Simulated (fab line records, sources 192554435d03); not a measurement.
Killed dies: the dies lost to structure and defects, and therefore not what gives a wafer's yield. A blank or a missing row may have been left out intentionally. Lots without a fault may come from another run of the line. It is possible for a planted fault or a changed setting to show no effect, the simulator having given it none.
fab line records ; flow n5_finfet ; part 1 of 2: steps 1 to 20 of 26
record: lots: 5; wafers: 15; last_day: 16
route steps=1938 shown BEOL_M3@950
lots that met no fault: taken from a fault-free run of the same line
start_h: hours from the record's first day to the start of the lot's first wafer shown ; wait_h: hours from the lot's prior step to this one ; " the same as in the row above ; L1.1+2: several wafers, shown together as one row ; - no value, or no start was given ; * or withheld: withheld ; < > ~ a bound
route shown NAME@n: a module of which the file shows steps, and the number in the route of the first ; usual: mean/standard deviation taken from wafers without a fault ; same: alike in all rows ; chamber/n: place in a boat ; sites: the reading at each site ; _std_site: how widely they spread, as a standard deviation ; _edge_site: mean of outer sites minus mean of inner sites ; radius_mm: how far each site lies from the wafer's centre ; mask NAME#n: copy n ; behind: tool/chamber where the wafer was last shaped ; hold: reason for holding the lot/hours on hold/outcome of the hold ; device: names the non-switching transistor (n, p or np) ; end of line: at the end of the route, the tests of the same wafers ; where a step has no rows: the recipe by itself ; killed: count of dies lost to structure and defects at first sort (not the wafer's yield) ; map: the dies of a wafer, with x for killed, . for not killed, _ for no die there
set.NAME: the setting the step ran with; set.NAME@STEP: the setting that earlier step ran with ; model.NAME: the simulator's own value behind a step, which no gauge read
lots at some steps of the route; a table a step, a row a wafer
services: when a tool's chamber went out of use (start_h, in hours from the record's first day, below 0 if earlier), for how many hours, and the reason
== steps ==
step: N5_BEOL_M3_ETCH_64
recipe: chemistry: N2/H2; target: SOC; target_depth_a: 750; overetch_a: 150; mask_material: SiARC; temp_c: 40; time_s: 112.5; ion_energy_ev: 200; pressure_mtorr: 30; source_w: 840; bias_w: 150; n2_flow_sccm: 200; h2_flow_sccm: 200
usual: drypump_motor_current_A: 5.6/0.37; oes_product_au: 0.65/0.065; rf_vpp_V: 525.0/1.9; showerhead_plenum_p_Torr: 2.58/0.064; throttle_valve_pct: 17.61/0.26
lot.wafer;tool;chamber;start_h;wait_h;drypump_motor_current_A;oes_product_au;rf_hours_counter_h;rf_vpp_V;showerhead_plenum_p_Torr;throttle_valve_pct
L079.1;rie_diel-05;2;168.37;0.0;5.7;0.73;19;526.2;2.58;17.44
L079.2;rie_diel-05;1;168.37;0.0;5.6;0.69;40;525.0;2.59;17.65
L079.6;rie_diel-05;1;168.37;0.0;5.6;0.70;-;524.0;2.59;17.66
L083.2;rie_diel-05;1;207.65;0.0;5.6;0.68;52;525.1;2.58;17.67
L083.3;rie_diel-05;2;207.65;0.0;5.7;0.71;32;524.5;2.58;17.47
L083.6;rie_diel-05;3;207.65;0.0;5.8;0.72;-;526.3;2.58;17.01
L088.2;rie_diel-04;0;218.87;0.0;5.4;0.58;187;526.9;2.62;17.73
L088.3;rie_diel-04;1;218.87;0.0;5.0;0.57;180;525.7;2.66;17.73
L088.6;rie_diel-04;2;218.87;0.0;6.0;0.74;-;526.5;2.59;17.71
L087.4;rie_diel-05;3;221.80;0.0;5.8;0.70;17;526.3;2.58;17.01
L087.5;rie_diel-05;1;221.80;0.0;5.6;0.67;-;524.9;2.58;17.67
L087.6;rie_diel-05;0;221.80;0.0;5.0;0.55;-;526.9;2.62;17.78
L094.1;rie_diel-04;2;266.21;0.0;6.0;0.72;26;525.0;2.58;17.74
L094.3;rie_diel-04;1;266.21;0.0;4.9;0.57;194;527.1;2.65;17.75
L094.5;rie_diel-04;0;266.21;0.0;5.5;0.57;-;527.5;2.62;17.74
step: N5_BEOL_M3_STRIP_65
recipe: chemistry: N2/H2; temp_c: 40; n2_flow_sccm: 200; h2_flow_sccm: 200; rf_frequency_hz: 6e+07
lot.wafer;tool;chamber;start_h;wait_h
L079.1+2+6;rie_diel-05;2,1,1;168.48;0.1
L083.2+3+6;rie_diel-05;1,2,3;207.76;0.1
L088.2+3+6;rie_diel-04;0,1,2;218.97;0.1
L087.4+5+6;rie_diel-05;3,1,0;221.91;0.1
L094.1+3+5;rie_diel-04;2,1,0;266.31;0.1
step: N5_BEOL_M3_STRIP_75
recipe: chemistry: N2/H2; temp_c: 40; n2_flow_sccm: 200; h2_flow_sccm: 200; rf_frequency_hz: 6e+07
lot.wafer;tool;chamber;start_h;wait_h
L079.1+2+6;rie_diel-05;2,1,1;168.49;0.0
L083.2+3+6;rie_diel-05;1,2,3;207.77;0.0
L088.2+3+6;rie_diel-04;0,1,2;218.98;0.0
L087.4+5+6;rie_diel-05;3,1,0;221.92;0.0
L094.1+3+5;rie_diel-04;2,1,0;266.32;0.0
step: N5_BEOL_M3_STRIP_66
recipe: chemistry: CF4; resist: SiARC; power_w: 300; bias_power_w: 75; pressure_mtorr: 50; cf4_flow_sccm: 150; rf_frequency_hz: 6e+07
usual: drypump_motor_current_A: 5.6/0.37; oes_product_au: 0.81/0.081; rf_vpp_V: 271.9/1.2; showerhead_plenum_p_Torr: 1.83/0.042; throttle_valve_pct: 13.45/0.22
lot.wafer;tool;chamber;start_h;wait_h;drypump_motor_current_A;oes_product_au;rf_hours_counter_h;rf_vpp_V;showerhead_plenum_p_Torr;throttle_valve_pct
L079.1;rie_diel-05;2;168.50;0.0;5.7;0.92;19;272.2;1.83;13.27
L079.2;rie_diel-05;1;168.50;0.0;5.6;0.86;40;273.4;1.83;13.35
L079.6;rie_diel-05;1;168.50;0.0;5.6;0.86;-;271.0;1.83;13.37
L083.2;rie_diel-05;1;207.78;0.0;5.6;0.84;52;272.1;1.83;13.39
L083.3;rie_diel-05;2;207.78;0.0;5.6;0.89;32;272.6;1.83;13.31
L083.6;rie_diel-05;3;207.78;0.0;5.8;0.90;-;271.7;1.86;13.06
L088.2;rie_diel-04;0;218.99;0.0;5.4;0.73;187;273.2;1.86;13.73
L088.3;rie_diel-04;1;218.99;0.0;5.0;0.72;180;273.0;1.83;13.38
L088.6;rie_diel-04;2;218.99;0.0;6.0;0.93;-;272.0;1.81;13.44
L087.4;rie_diel-05;3;221.93;0.0;5.8;0.88;17;271.9;1.85;13.08
L087.5;rie_diel-05;1;221.93;0.0;5.6;0.84;-;272.4;1.82;13.42
L087.6;rie_diel-05;0;221.93;0.0;5.0;0.69;-;272.7;1.84;13.53
L094.1;rie_diel-04;2;266.33;0.0;6.0;0.90;26;270.7;1.81;13.48
L094.3;rie_diel-04;1;266.33;0.0;4.9;0.71;194;272.5;1.83;13.41
L094.5;rie_diel-04;0;266.33;0.0;5.4;0.71;-;272.9;1.86;13.76
step: N5_BEOL_M3_HM_OPEN_17
recipe: chemistry: Cl2/BCl3; target_depth_a: 200; overetch_a: 60; target: TiN; mask_material: SOC; ion_energy_ev: 150; pressure_mtorr: 10; icp_w: 1000; bias_w: 126; Cl2_flow_sccm: 53.25; bcl3_flow_sccm: 21.75; Ar_flow_sccm: 25
usual: drypump_motor_current_A: 5.6/0.48; he_backside_leak_sccm: 3.43/0.21; oes_ar_750_au: 0.79/0.12; oes_product_au: 0.68/0.1; throttle_valve_pct: 22.34/0.22
lot.wafer;tool;chamber;start_h;wait_h;drypump_motor_current_A;he_backside_leak_sccm;oes_ar_750_au;oes_product_au;rf_hours_counter_h;throttle_valve_pct
L079.1;rie_metal-03;1;168.54;0.0;6.0;3.76;0.90;0.80;8;22.03
L079.2;rie_metal-03;0;168.54;0.0;6.0;3.43;0.69;0.61;80;22.50
L079.6;rie_metal-03;1;168.54;0.0;6.0;3.78;0.90;0.80;-;22.05
L083.2;rie_metal-03;1;207.82;0.0;6.0;3.81;0.88;0.77;11;22.02
L083.3;rie_metal-03;1;207.82;0.0;6.0;3.50;0.88;0.78;-;22.02
L083.6;rie_metal-03;1;207.82;0.0;6.0;3.50;0.87;0.77;-;22.04
L088.2;rie_metal-02;1;219.03;0.0;4.7;3.59;0.64;0.55;103;22.65
L088.3;rie_metal-02;0;219.03;0.0;5.5;3.21;0.89;0.76;-;22.23
L088.6;rie_metal-02;1;219.03;0.0;4.7;3.56;0.64;0.55;-;22.68
L087.4;rie_metal-01;1;222.00;0.1;5.8;3.40;0.86;0.73;-;22.27
L087.5;rie_metal-01;0;222.00;0.1;5.6;3.20;0.94;0.79;-;22.30
L087.6;rie_metal-01;1;222.00;0.1;5.9;3.64;0.86;0.74;-;22.22
L094.1;rie_metal-01;0;266.38;0.0;5.6;3.10;0.91;0.76;11;22.30
L094.3;rie_metal-01;0;266.38;0.0;5.6;3.13;0.90;0.76;-;22.31
L094.5;rie_metal-01;1;266.38;0.0;5.9;3.62;0.84;0.72;-;22.26
step: N5_BEOL_M3_STRIP_19
recipe: chemistry: O2; power_w: 400; temp_c: 40; pressure_mtorr: 30; rf_frequency_hz: 6e+07; bias_power_w: 0; overash_fraction: 0.2; o2_flow_sccm: 225
usual: drypump_motor_current_A: 5.7/0.34; oes_product_au: 0.82/0.081; rf_vpp_V: 3.6/0.55; showerhead_plenum_p_Torr: 2.13/0.053; throttle_valve_pct: 16.56/0.23
lot.wafer;tool;chamber;start_h;wait_h;drypump_motor_current_A;oes_product_au;rf_hours_counter_h;rf_vpp_V;showerhead_plenum_p_Torr;throttle_valve_pct
L079.1;rie_diel-04;1;168.65;0.1;5.0;0.74;161;2.9;2.16;16.36
L079.2;rie_diel-04;3;168.65;0.1;6.1;0.82;108;3.5;2.13;16.34
L079.6;rie_diel-04;1;168.65;0.1;5.0;0.75;-;3.3;2.16;16.38
L083.2;rie_diel-04;1;207.98;0.1;5.0;0.74;173;4.4;2.16;16.38
L083.3;rie_diel-04;0;207.98;0.1;5.4;0.73;180;3.1;2.15;16.61
L083.6;rie_diel-04;1;207.98;0.1;5.0;0.74;-;4.2;2.16;16.38
L088.2;rie_diel-04;2;219.14;0.1;6.0;0.95;11;3.3;2.15;16.72
L088.3;rie_diel-04;1;219.14;0.1;5.0;0.74;180;3.3;2.15;16.39
L088.6;rie_diel-04;3;219.14;0.1;6.1;0.82;-;2.9;2.13;16.39
L087.4;rie_diel-01;0;222.16;0.1;5.7;0.68;248;4.2;2.06;16.82
L087.5;rie_diel-01;2;222.16;0.1;5.8;0.87;-;3.3;2.08;16.93
L087.6;rie_diel-01;1;222.16;0.1;5.7;0.84;-;3.0;2.22;16.68
L094.1;rie_diel-01;2;266.49;0.1;5.8;0.84;60;3.1;2.07;16.95
L094.3;rie_diel-01;0;266.49;0.1;5.6;0.94;5;4.2;2.05;16.34
L094.5;rie_diel-01;1;266.49;0.1;5.7;0.82;-;4.8;2.22;16.71
step: N5_BEOL_M3_CD_MEAS_18
recipe: pitch_nm: 36; target_cd_nm: 18
usual: cd_nm: 18.1/0.36
lot.wafer;tool;chamber;start_h;wait_h;cd_nm
L079.1;cd_sem-02;-;168.72;0.0;17.6
L079.2;cd_sem-02;-;168.72;0.0;17.5
L079.6;cd_sem-02;-;168.72;0.0;17.9
L083.2;cd_sem-03;-;208.05;0.1;18.2
L083.3;cd_sem-03;-;208.05;0.1;18.6
L083.6;cd_sem-03;-;208.05;0.1;17.8
L088.2;cd_sem-01;-;219.22;0.1;18.4
L088.3;cd_sem-01;-;219.22;0.1;17.6
L088.6;cd_sem-01;-;219.22;0.1;18.3
L087.4;cd_sem-01;-;222.23;0.1;18.0
L087.5;cd_sem-01;-;222.23;0.1;18.2
L087.6;cd_sem-01;-;222.23;0.1;18.1
L094.1;cd_sem-01;-;266.56;0.0;18.7
L094.3;cd_sem-01;-;266.56;0.0;17.8
L094.5;cd_sem-01;-;266.56;0.0;17.9
step: N5_BEOL_M3_COAT_67
recipe: resist: SOC; temp_c: 250; time_s: 60; spin_rpm: 1500; resist_thk_nm: 60
usual: exhaust_pa: 45.0/0.86; plate_temp_C: 250.02/0.2
lot.wafer;tool;chamber;start_h;wait_h;exhaust_pa;plate_temp_C
L079.1;litho_track-04;0;168.76;0.0;46.5;249.79
L079.2;litho_track-04;0;168.76;0.0;44.6;249.87
L079.6;litho_track-04;0;168.76;0.0;45.2;249.80
L083.2;litho_track-02;0;208.08;0.0;44.6;249.58
L083.3;litho_track-02;0;208.08;0.0;44.3;249.76
L083.6;litho_track-02;0;208.08;0.0;44.1;249.85
L088.2;litho_track-02;0;219.26;0.0;43.7;249.61
L088.3;litho_track-02;0;219.26;0.0;43.3;249.73
L088.6;litho_track-02;0;219.26;0.0;44.3;249.82
L087.4;litho_track-02;0;222.26;0.0;43.7;249.95
L087.5;litho_track-02;0;222.26;0.0;44.4;249.99
L087.6;litho_track-02;0;222.26;0.0;45.2;249.80
L094.1;litho_track-01;0;266.60;0.0;47.3;249.93
L094.3;litho_track-01;0;266.60;0.0;46.9;250.03
L094.5;litho_track-01;0;266.60;0.0;45.4;250.11
step: N5_BEOL_M3_COAT_68
recipe: resist: SiARC; temp_c: 220; time_s: 60; spin_rpm: 1500; resist_thk_nm: 12
usual: exhaust_pa: 44.9/0.93; plate_temp_C: 219.99/0.15
lot.wafer;tool;chamber;start_h;wait_h;exhaust_pa;plate_temp_C
L079.1;litho_track-04;0;-;-;45.8;219.95
L079.2;litho_track-04;0;-;-;46.1;220.08
L079.6;litho_track-04;0;-;-;45.0;220.12
L083.2;litho_track-02;0;-;-;45.6;219.93
L083.3;litho_track-02;0;-;-;45.1;220.12
L083.6;litho_track-02;0;-;-;45.7;220.16
L088.2;litho_track-02;0;-;-;42.6;219.99
L088.3;litho_track-02;0;-;-;44.4;220.09
L088.6;litho_track-02;0;-;-;44.6;220.07
L087.4;litho_track-02;0;-;-;43.3;219.94
L087.5;litho_track-02;0;-;-;44.4;219.81
L087.6;litho_track-02;0;-;-;44.4;219.71
L094.1;litho_track-01;0;-;-;45.4;220.14
L094.3;litho_track-01;0;-;-;45.3;219.94
L094.5;litho_track-01;0;-;-;45.6;220.25
step: N5_BEOL_M3_COAT_76
recipe: resist: underlayer; temp_c: 205; time_s: 60; spin_rpm: 1500; resist_thk_nm: 5
usual: exhaust_pa: 45.1/0.76; plate_temp_C: 205.02/0.17
lot.wafer;tool;chamber;start_h;wait_h;exhaust_pa;plate_temp_C
L079.1;litho_track-04;0;-;-;44.7;204.80
L079.2;litho_track-04;0;-;-;45.0;205.18
L079.6;litho_track-04;0;-;-;46.1;204.97
L083.2;litho_track-02;0;-;-;45.5;204.79
L083.3;litho_track-02;0;-;-;45.3;204.94
L083.6;litho_track-02;0;-;-;46.8;204.85
L088.2;litho_track-02;0;-;-;44.7;205.00
L088.3;litho_track-02;0;-;-;45.1;204.94
L088.6;litho_track-02;0;-;-;44.3;204.92
L087.4;litho_track-02;0;-;-;45.3;205.17
L087.5;litho_track-02;0;-;-;46.0;205.14
L087.6;litho_track-02;0;-;-;43.5;205.13
L094.1;litho_track-01;0;-;-;45.3;204.92
L094.3;litho_track-01;0;-;-;45.0;205.09
L094.5;litho_track-01;0;-;-;44.0;204.82
step: N5_BEOL_M3_COAT_22
recipe: resist: CAR-EUV; spin_rpm: 1500; resist_thk_nm: 30
usual: exhaust_pa: 44.9/0.8
lot.wafer;tool;chamber;start_h;wait_h;exhaust_pa
L079.1;litho_track-04;0;-;-;43.8
L079.2;litho_track-04;0;-;-;45.5
L079.6;litho_track-04;0;-;-;43.8
L083.2;litho_track-02;0;-;-;45.0
L083.3;litho_track-02;0;-;-;46.3
L083.6;litho_track-02;0;-;-;43.9
L088.2;litho_track-02;0;-;-;44.4
L088.3;litho_track-02;0;-;-;44.4
L088.6;litho_track-02;0;-;-;45.1
L087.4;litho_track-02;0;-;-;43.7
L087.5;litho_track-02;0;-;-;43.8
L087.6;litho_track-02;0;-;-;44.3
L094.1;litho_track-01;0;-;-;45.0
L094.3;litho_track-01;0;-;-;44.5
L094.5;litho_track-01;0;-;-;45.5
step: N5_BEOL_M3_EBR_24
recipe: solvent: PGMEA; ebr_width_mm: 1.5
usual: exhaust_pa: 45.1/1.1
lot.wafer;tool;chamber;start_h;wait_h;exhaust_pa
L079.1;litho_track-04;0;-;-;44.8
L079.2;litho_track-04;0;-;-;44.6
L079.6;litho_track-04;0;-;-;44.4
L083.2;litho_track-02;0;-;-;46.0
L083.3;litho_track-02;0;-;-;45.8
L083.6;litho_track-02;0;-;-;44.8
L088.2;litho_track-02;0;-;-;46.1
L088.3;litho_track-02;0;-;-;46.5
L088.6;litho_track-02;0;-;-;45.7
L087.4;litho_track-02;0;-;-;44.3
L087.5;litho_track-02;0;-;-;44.1
L087.6;litho_track-02;0;-;-;43.2
L094.1;litho_track-01;0;-;-;44.2
L094.3;litho_track-01;0;-;-;44.8
L094.5;litho_track-01;0;-;-;43.6
step: N5_BEOL_M3_SOFTBAKE_23
recipe: temp_c: 110; time_s: 60; resist: CAR-EUV
usual: exhaust_pa: 44.9/0.82; plate_temp_C: 110.01/0.12
lot.wafer;tool;chamber;start_h;wait_h;exhaust_pa;plate_temp_C
L079.1;litho_track-04;0;-;-;45.2;109.99
L079.2;litho_track-04;0;-;-;45.8;109.81
L079.6;litho_track-04;0;-;-;45.2;110.05
L083.2;litho_track-02;0;-;-;46.0;110.16
L083.3;litho_track-02;0;-;-;45.1;110.09
L083.6;litho_track-02;0;-;-;44.8;110.03
L088.2;litho_track-02;0;-;-;46.8;110.01
L088.3;litho_track-02;0;-;-;45.9;109.89
L088.6;litho_track-02;0;-;-;45.6;110.10
L087.4;litho_track-02;0;-;-;44.4;110.16
L087.5;litho_track-02;0;-;-;45.0;110.20
L087.6;litho_track-02;0;-;-;45.5;110.03
L094.1;litho_track-01;0;-;-;44.0;110.22
L094.3;litho_track-01;0;-;-;45.2;110.03
L094.5;litho_track-01;0;-;-;44.4;110.00
step: N5_BEOL_M3_EXPOSE_25
recipe: mask_id: V2; na: 0.33; source_shape: quasar; sigma_inner: 0.2; sigma_outer: 0.8; polarization: unpolarized; defocus_nm: 5; dose_mj: 63
lot.wafer;tool;chamber;start_h;wait_h;mask
L079.1+2+6;euv_scanner-01;0;169.02;-;V2#0
L083.2+3+6;euv_scanner-01;0;208.23;-;V2#0
L088.2+3+6;euv_scanner-01;0;219.41;-;V2#0
L087.4+5+6;euv_scanner-01;0;222.43;-;V2#0
L094.1+3+5;euv_scanner-02;0;266.86;-;V2#0
step: N5_BEOL_M3_PEB_26
recipe: peb_temp_c: 100; peb_time_s: 60; resist: CAR-EUV
usual: exhaust_pa: 45.2/1; plate_temp_C: 99.98/0.12
lot.wafer;tool;chamber;start_h;wait_h;exhaust_pa;plate_temp_C
L079.1;litho_track-02;0;169.10;0.1;44.7;99.74
L079.2;litho_track-02;0;169.10;0.1;43.9;100.20
L079.6;litho_track-02;0;169.10;0.1;43.9;99.87
L083.2;litho_track-02;0;208.30;0.1;44.7;100.09
L083.3;litho_track-02;0;208.30;0.1;45.1;100.12
L083.6;litho_track-02;0;208.30;0.1;44.3;100.01
L088.2;litho_track-02;0;219.48;0.1;47.2;99.84
L088.3;litho_track-02;0;219.48;0.1;47.1;100.15
L088.6;litho_track-02;0;219.48;0.1;47.2;99.86
L087.4;litho_track-02;0;222.48;0.0;43.8;99.91
L087.5;litho_track-02;0;222.48;0.0;46.2;99.92
L087.6;litho_track-02;0;222.48;0.0;43.4;99.93
L094.1;litho_track-04;0;266.94;0.1;43.6;100.01
L094.3;litho_track-04;0;266.94;0.1;45.4;100.13
L094.5;litho_track-04;0;266.94;0.1;44.7;100.10
step: N5_BEOL_M3_DEVELOP_27
recipe: develop_time_s: 30; developer: TMAH; resist: CAR-EUV; rinse_liquid: surfactant_rinse; dry: air_spin; dev_temp_c: 23
usual: developer_temp_C: 23.01/0.1; exhaust_pa: 45.1/0.85
lot.wafer;tool;chamber;start_h;wait_h;developer_temp_C;exhaust_pa
L079.1;litho_track-02;0;-;-;22.90;44.6
L079.2;litho_track-02;0;-;-;22.97;44.5
L079.6;litho_track-02;0;-;-;23.02;45.7
L083.2;litho_track-02;0;-;-;22.97;45.3
L083.3;litho_track-02;0;-;-;23.13;43.9
L083.6;litho_track-02;0;-;-;23.10;45.0
L088.2;litho_track-02;0;-;-;22.97;46.1
L088.3;litho_track-02;0;-;-;22.93;45.6
L088.6;litho_track-02;0;-;-;23.11;47.0
L087.4;litho_track-02;0;-;-;23.00;44.9
L087.5;litho_track-02;0;-;-;23.02;45.1
L087.6;litho_track-02;0;-;-;23.06;44.7
L094.1;litho_track-04;0;-;-;23.05;45.1
L094.3;litho_track-04;0;-;-;23.13;44.5
L094.5;litho_track-04;0;-;-;23.03;45.6
step: N5_BEOL_M3_CD_MEAS_28
recipe: target_cd_nm: 25.7; landing_energy_ev: 500; detector: se_inlens; target_cd_y_nm: 23.3; polarity: opening
usual: cd_nm: 25.73/0.24
same: landing_energy_ev: 500
lot.wafer;tool;chamber;start_h;wait_h;cd_nm
L079.1;cd_sem-03;0;169.16;-;25.72
L079.2;cd_sem-03;0;169.16;-;25.87
L079.6;cd_sem-03;0;169.16;-;25.78
L083.2;cd_sem-01;0;208.37;-;25.92
L083.3;cd_sem-01;0;208.37;-;25.64
L083.6;cd_sem-01;0;208.37;-;25.94
L088.2;cd_sem-03;0;219.54;-;25.96
L088.3;cd_sem-03;0;219.54;-;26.07
L088.6;cd_sem-03;0;219.54;-;26.11
L087.4;cd_sem-01;0;222.55;-;25.59
L087.5;cd_sem-01;0;222.55;-;25.94
L087.6;cd_sem-01;0;222.55;-;25.82
L094.1;cd_sem-01;0;267.01;-;25.86
L094.3;cd_sem-01;0;267.01;-;25.70
L094.5;cd_sem-01;0;267.01;-;25.53
step: N5_BEOL_M3_OVL_MEAS_29
recipe: points_per_wafer: 522
usual: V2_OVL: -0.3/0.62
lot.wafer;tool;chamber;start_h;wait_h;V2_OVL[nm]
L079.1;overlay-02;0;169.19;0.0;-0.4
L079.2;overlay-02;0;169.19;0.0;-1.1
L079.6;overlay-02;0;169.19;0.0;-0.1
L083.2;overlay-01;0;208.40;0.0;0.2
L083.3;overlay-01;0;208.40;0.0;-0.1
L083.6;overlay-01;0;208.40;0.0;-0.7
L088.2;overlay-02;0;219.58;0.0;-1.4
L088.3;overlay-02;0;219.58;0.0;0.3
L088.6;overlay-02;0;219.58;0.0;-0.3
L087.4;overlay-02;0;222.59;0.0;0.0
L087.5;overlay-02;0;222.59;0.0;0.2
L087.6;overlay-02;0;222.59;0.0;-0.7
L094.1;overlay-02;0;267.04;0.0;-0.8
L094.3;overlay-02;0;267.04;0.0;-0.5
L094.5;overlay-02;0;267.04;0.0;-0.4
step: N5_BEOL_M3_INSPECT_30
recipe: mode: adi; inspect_instrument: brightfield
usual: raw_defect_count: 440/87
lot.wafer;tool;chamber;start_h;wait_h;raw_defect_count
L079.1;defect_inspect-02;-;169.25;0.1;314
L079.2;defect_inspect-02;-;169.25;0.1;398
L079.6;defect_inspect-02;-;169.25;0.1;414
L083.2;defect_inspect-01;-;208.45;0.0;374
L083.3;defect_inspect-01;-;208.45;0.0;498
L083.6;defect_inspect-01;-;208.45;0.0;481
L088.2;defect_inspect-02;-;219.63;0.0;513
L088.3;defect_inspect-02;-;219.63;0.0;539
L088.6;defect_inspect-02;-;219.63;0.0;514
L087.4;defect_inspect-02;-;222.64;0.0;512
L087.5;defect_inspect-02;-;222.64;0.0;462
L087.6;defect_inspect-02;-;222.64;0.0;374
L094.1;defect_inspect-02;-;267.10;0.1;472
L094.3;defect_inspect-02;-;267.10;0.1;392
L094.5;defect_inspect-02;-;267.10;0.1;525
step: N5_BEOL_M3_DESCUM_33
recipe: chemistry: O2; time_s: 7; source_power_w: 50; bias_power_w: 20; pressure_mtorr: 20; rf_frequency_hz: 2.712e+07; temp_c: 40; resist: CAR-EUV; o2_flow_sccm: 225
usual: drypump_motor_current_A: 5.7/0.37; oes_product_au: 0.83/0.08; rf_vpp_V: 243.7/1; showerhead_plenum_p_Torr: 2.12/0.042; throttle_valve_pct: 20.24/0.29
lot.wafer;tool;chamber;start_h;wait_h;drypump_motor_current_A;oes_product_au;rf_hours_counter_h;rf_vpp_V;showerhead_plenum_p_Torr;throttle_valve_pct
L079.1;rie_diel-04;0;169.29;0.0;5.4;0.76;166;244.4;2.15;20.29
L079.2;rie_diel-04;1;169.29;0.0;4.9;0.75;161;242.7;2.16;20.06
L079.6;rie_diel-04;0;169.29;0.0;5.4;0.76;-;243.5;2.15;20.28
L083.2;rie_diel-05;3;208.87;0.4;5.8;0.89;12;244.6;2.13;19.71
L083.3;rie_diel-05;0;208.87;0.4;5.0;0.70;222;243.1;2.16;20.37
L083.6;rie_diel-05;0;208.87;0.4;5.0;0.70;-;243.5;2.16;20.37
L088.2;rie_diel-05;3;219.70;0.1;5.8;0.87;17;243.6;2.12;19.70
L088.3;rie_diel-05;1;219.70;0.1;5.6;0.85;57;243.7;2.13;20.26
L088.6;rie_diel-05;3;219.70;0.1;5.8;0.88;-;244.1;2.12;19.70
L087.4;rie_diel-05;0;222.67;0.0;5.0;0.69;228;244.5;2.16;20.39
L087.5;rie_diel-05;2;222.67;0.0;5.7;0.91;-;243.7;2.12;20.06
L087.6;rie_diel-05;1;222.67;0.0;5.6;0.85;-;244.0;2.13;20.27
L094.1;rie_diel-04;2;267.13;0.0;6.0;0.92;26;242.3;2.14;20.53
L094.3;rie_diel-04;1;267.13;0.0;5.0;0.73;194;244.5;2.14;20.11
L094.5;rie_diel-04;0;267.13;0.0;5.4;0.73;-;245.2;2.14;20.33
